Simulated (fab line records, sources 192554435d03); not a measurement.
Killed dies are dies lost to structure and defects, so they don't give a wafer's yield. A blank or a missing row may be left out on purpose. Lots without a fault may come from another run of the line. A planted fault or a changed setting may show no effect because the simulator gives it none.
Which tool did it? | flow n5_finfet | 9 lots, 27 wafers sampled, at 5 steps of a route of 1938

WHAT THE GAUGES READ, wafer by wafer
N5_BEOL_M0_SAQP_CD_MEAS_29: target cd 14.4 nm. Usual: cd_nm 14.98 nm, standard deviation 0.21.
lot  | measured     | on        | cd_nm (nm)        | flag
L331 | day 6 10:42  | cd_sem-03 | 15.12 15.10 14.75 |
L335 | day 6 17:10  | cd_sem-01 | 15.12 14.97 14.91 |
L334 | day 6 17:59  | cd_sem-01 | 15.02 15.14 15.04 |
L337 | day 7 05:11  | cd_sem-03 | 14.88 15.18 15.24 |
L336 | day 7 06:15  | cd_sem-02 | 14.82 15.38 14.93 |
L344 | day 8 21:08  | cd_sem-03 | 14.89 15.02 14.52 |
L345 | day 9 08:49  | cd_sem-03 | 14.95 15.24 15.29 |
L352 | day 10 20:48 | cd_sem-02 | 15.24 14.99 14.97 |
L354 | day 11 09:05 | cd_sem-02 | 15.20 15.04 14.88 |

N5_BEOL_M4_RC_MEAS_101. Usual: DIBL_N 36.0 mV/V, standard deviation 1.7; DIBL_P 36.2 mV/V, standard deviation 1.9; IOFF_N 0.154 nA/um, standard deviation 0.028; IOFF_P 0.21 nA/um, standard deviation 0.036; ION_N 675 uA/um, standard deviation 11; ION_P 463 uA/um, standard deviation 8.3; SS_N 71.4 mV/dec, standard deviation 0.63; SS_P 73.2 mV/dec, standard deviation 0.55; VT_N 250.2 mV, standard deviation 3; VT_P -251 mV, standard deviation 3.7.
lot  | measured     | on        | DIBL_N (mV/V)  | DIBL_P (mV/V)  | IOFF_N (nA/um)    | IOFF_P (nA/um) | ION_N (uA/um) | ION_P (uA/um) | SS_N (mV/dec)  | SS_P (mV/dec)  | VT_N (mV)         | VT_P (mV)      | flag
L331 | day 9 00:48  | prober-02 | 37.5 34.2 36.4 | 37.4 33.4 35.8 | 0.178 0.133 0.157 | 0.29 0.23 0.26 | 673 672 666   | 469 475 468   | 71.7 70.0 71.2 | 73.6 73.3 73.5 | 248.0 251.1 253.0 | -242 -245 -243 |
L335 | day 10 23:41 | prober-02 | 37.7 38.0 34.4 | 38.6 38.8 34.9 | 0.180 0.185 0.128 | 0.23 0.23 0.17 | 685 679 671   | 477 467 462   | 71.5 72.4 71.1 | 73.7 73.4 72.3 | 249.5 246.9 252.7 | -247 -248 -250 |
L344 | day 13 08:44 | prober-02 | 33.4 36.1 36.1 | 33.4 36.3 36.0 | 0.116 0.161 0.152 | 0.18 0.22 0.21 | 651 667 667   | 457 461 459   | 70.2 71.7 72.3 | 72.5 73.4 72.6 | 254.3 250.3 252.9 | -250 -248 -251 |
L345 | day 14 22:04 | prober-01 | 34.4 36.4 36.0 | 35.3 36.9 36.5 | 0.136 0.170 0.150 | 0.18 0.21 0.20 | 673 685 678   | 459 470 466   | 71.2 71.1 71.1 | 72.1 73.6 72.4 | 250.9 245.4 247.7 | -252 -248 -248 |
L352 | day 15 06:41 | prober-02 | 37.4 37.1 34.3 | 39.0 37.7 34.6 | 0.203 0.182 0.134 | 0.29 0.27 0.21 | 690 676 668   | 476 471 466   | 71.6 71.2 70.7 | 74.1 73.0 72.8 | 243.0 246.8 252.2 | -243 -244 -243 |
L354 | day 15 11:02 | prober-02 | 36.1 35.9 37.9 | 36.9 34.8 39.6 | 0.145 0.148 0.192 | 0.21 0.19 0.25 | 660 662 697   | 455 456 471   | 71.4 71.4 72.3 | 73.0 72.7 73.9 | 253.2 252.0 247.7 | -253 -252 -249 |

WHICH TOOL RAN EACH LOT (tool, then ch and the chambers of the sampled wafers, then the start)
lot  | N5_BEOL_M0_SAQP_SPACER1_ETCHBACK_99 | N5_BEOL_M0_SAQP_ETCH_101          | N5_BEOL_M0_SAQP_CUT_ETCH_46
L331 | rie_diel-06 ch 0,3, day 6 08:35     | rie_diel-02 ch 0,1,3, day 6 08:49 | rie_diel-02 ch 1,2, day 6 12:17
L335 | rie_diel-06 ch 0,1,3, day 6 14:43   | rie_diel-02 ch 1,2,3, day 6 15:09 | rie_diel-02 ch 0,1,3, day 6 19:38
L334 | rie_diel-06 ch 1,2, day 6 15:12     | rie_diel-02 ch 0,1, day 6 16:01   | rie_diel-02 ch 0,2,3, day 6 20:20
L337 | rie_diel-04 ch 0,1,2, day 7 03:06   | rie_diel-04 ch 0,1,3, day 7 03:20 | rie_diel-04 ch 1,3, day 7 05:42
L336 | rie_diel-06 ch 2,3, day 7 04:16     | rie_diel-02 ch 0,3, day 7 04:31   | rie_diel-02 ch 0,2,3, day 7 06:47
L344 | rie_diel-06 ch 0,2, day 8 17:23     | rie_diel-02 ch 0,2,3, day 8 17:38 | rie_diel-02 ch 0,1,3, day 8 21:38
L345 | rie_diel-06 ch 0,1,3, day 9 06:52   | rie_diel-04 ch 0,3, day 9 07:06   | rie_diel-04 ch 0,1,3, day 9 09:20
L352 | rie_diel-06 ch 0,2,3, day 10 18:45  | rie_diel-06 ch 2,3, day 10 18:59  | rie_diel-02 ch 0,1, day 10 21:22
L354 | rie_diel-06 ch 0,1,3, day 11 06:18  | rie_diel-04 ch 0,3, day 11 06:32  | rie_diel-02 ch 0,1,3, day 11 09:35
- N5_BEOL_M0_SAQP_SPACER1_ETCHBACK_99: etches SiO2 in CHF3/O2, target depth 15.4 nm, time 7.7 s.
- N5_BEOL_M0_SAQP_ETCH_101: etches SiNx in CH3F/O2, target depth 29.9 nm, time 42.7 s.
- N5_BEOL_M0_SAQP_CUT_ETCH_46: etches SOC in N2/H2, target depth 135 nm, overetch 27 nm, time 202.5 s.

WHAT THE TOOLS THEMSELVES READ (means of the sampled wafers that have a number; where no wafer has one, the mark that the record gives instead)
N5_BEOL_M0_SAQP_SPACER1_ETCHBACK_99. Usual: drypump_motor_current_A 5.5 A, standard deviation 0.37; oes_product_au 0.76 a.u., standard deviation 0.077; rf_vpp_V 527 V, standard deviation 10; showerhead_plenum_p_Torr 2.37 Torr, standard deviation 0.067; throttle_valve_pct 18.91 %, standard deviation 0.23.
lot  | tool        | drypump_motor_current_A (A) | oes_product_au (a.u.) | rf_vpp_V (V) | showerhead_plenum_p_Torr (Torr) | throttle_valve_pct (%) | flag
L331 | rie_diel-06 | 5.1                         | 0.86                  | 533          | 2.35                            | 18.80                  |
L335 | rie_diel-06 | 5.3                         | 0.81                  | 529          | 2.33                            | 18.89                  |
L334 | rie_diel-06 | 5.4                         | 0.73                  | 531          | 2.43                            | 18.93                  |
L337 | rie_diel-04 | 5.8                         | 0.81                  | 518          | 2.40                            | 18.89                  |
L336 | rie_diel-06 | 5.3                         | 0.73                  | 531          | 2.37                            | 19.14                  |
L344 | rie_diel-06 | 5.1                         | 0.76                  | 534          | 2.44                            | 18.85                  |
L345 | rie_diel-06 | 5.3                         | 0.77                  | 529          | 2.33                            | 18.93                  |
L352 | rie_diel-06 | 5.2                         | 0.76                  | 533          | 2.38                            | 18.97                  |
L354 | rie_diel-06 | 5.3                         | 0.76                  | 530          | 2.32                            | 18.94                  |

N5_BEOL_M0_SAQP_ETCH_101. Usual: CH3F_flow_sccm 30.00 sccm, standard deviation 0.093; O2_flow_sccm 20.00 sccm, standard deviation 0.056; drypump_motor_current_A 5.6 A, standard deviation 0.32; oes_product_au 0.75 a.u., standard deviation 0.083; rf_vpp_V 298 V, standard deviation 7.1; showerhead_plenum_p_Torr 1.97 Torr, standard deviation 0.055; throttle_valve_pct 16.39 %, standard deviation 0.22.
lot  | tool        | CH3F_flow_sccm (sccm) | O2_flow_sccm (sccm) | drypump_motor_current_A (A) | oes_product_au (a.u.) | rf_vpp_V (V) | showerhead_plenum_p_Torr (Torr) | throttle_valve_pct (%) | flag
L331 | rie_diel-02 | 29.99                 | 19.95               | 5.7                         | 0.71                  | 295          | 1.98                            | 16.39                  |
L335 | rie_diel-02 | 29.99                 | 20.09               | 5.7                         | 0.73                  | 299          | 1.95                            | 16.32                  |
L334 | rie_diel-02 | 30.01                 | 20.02               | 5.8                         | 0.71                  | 299          | 1.96                            | 16.24                  |
L337 | rie_diel-04 | 29.95                 | 19.97               | 5.9                         | 0.79                  | 290          | 1.95                            | 16.38                  |
L336 | rie_diel-02 | 30.01                 | 19.98               | 5.6                         | 0.71                  | 292          | 1.99                            | 16.56                  |
L344 | rie_diel-02 | 30.07                 | 20.06               | 5.5                         | 0.80                  | 298          | 1.99                            | 16.37                  |
L345 | rie_diel-04 | 30.01                 | 20.01               | 5.7                         | 0.77                  | 291          | 1.96                            | 16.37                  |
L352 | rie_diel-06 | 30.02                 | 20.02               | 5.3                         | 0.72                  | 301          | 1.96                            | 16.65                  |
L354 | rie_diel-04 | 30.06                 | 19.98               | 5.7                         | 0.75                  | 290          | 1.96                            | 16.38                  |

N5_BEOL_M0_SAQP_CUT_ETCH_46. Usual: bias_w 150.1 W, standard deviation 0.41; chamber_pressure_mTorr 30.001 mTorr, standard deviation 0.026; drypump_motor_current_A 5.6 A, standard deviation 0.37; rf_vpp_V 522.7 V, standard deviation 2.3; showerhead_plenum_p_Torr 2.51 Torr, standard deviation 0.08; throttle_valve_pct 17.86 %, standard deviation 0.24.
lot  | tool        | bias_w (W) | chamber_pressure_mTorr (mTorr) | drypump_motor_current_A (A) | rf_vpp_V (V) | showerhead_plenum_p_Torr (Torr) | throttle_valve_pct (%) | flag
L331 | rie_diel-02 | 150.5      | 29.991                         | 5.8                         | 522.0        | 2.47                            | 17.64                  |
L335 | rie_diel-02 | 149.8      | 29.999                         | 5.7                         | 522.9        | 2.52                            | 17.91                  |
L334 | rie_diel-02 | -          | -                              | -                           | -            | -                               | -                      | OFF
L337 | rie_diel-04 | -          | -                              | -                           | -            | -                               | -                      | OFF
L336 | rie_diel-02 | -          | -                              | -                           | -            | -                               | -                      | OFF
L344 | rie_diel-02 | 150.2      | 29.977                         | 5.7                         | 523.1        | 2.51                            | 17.79                  |
L345 | rie_diel-04 | 150.3      | 30.018                         | 5.9                         | 522.0        | 2.47                            | 17.92                  |
L352 | rie_diel-02 | 150.3      | 29.979                         | 5.6                         | 523.6        | 2.53                            | 17.64                  |
L354 | rie_diel-02 | 150.5      | 30.012                         | 5.7                         | 522.8        | 2.50                            | 17.82                  |

THE ANSWER, worked out from the rows above alone
Rule: a lot is off if the mean of its wafers that have a number lies more than 3 standard deviations from the usual mean. A lot without any number at a reading at which 4 lots or more have one is off too. The other lots that the step has rows for count as sound. The gauges are gone through in route order, then the tools' own readings, and for those a lot's mean is taken as printed above. The first step at which some lot is off is used, and at that step the reading that is off furthest; a lot without a number counts as furthest.
Off: L334, L337, L336, at N5_BEOL_M0_SAQP_CUT_ETCH_46 (bias_w). Without a number there: L334, L337, L336.
A tool fits if, at that step or a process step before it, it ran every lot that is off, and no sound lot after the first of them. None of those tried fits.

WHAT THE SIMULATOR HAD PUT IN
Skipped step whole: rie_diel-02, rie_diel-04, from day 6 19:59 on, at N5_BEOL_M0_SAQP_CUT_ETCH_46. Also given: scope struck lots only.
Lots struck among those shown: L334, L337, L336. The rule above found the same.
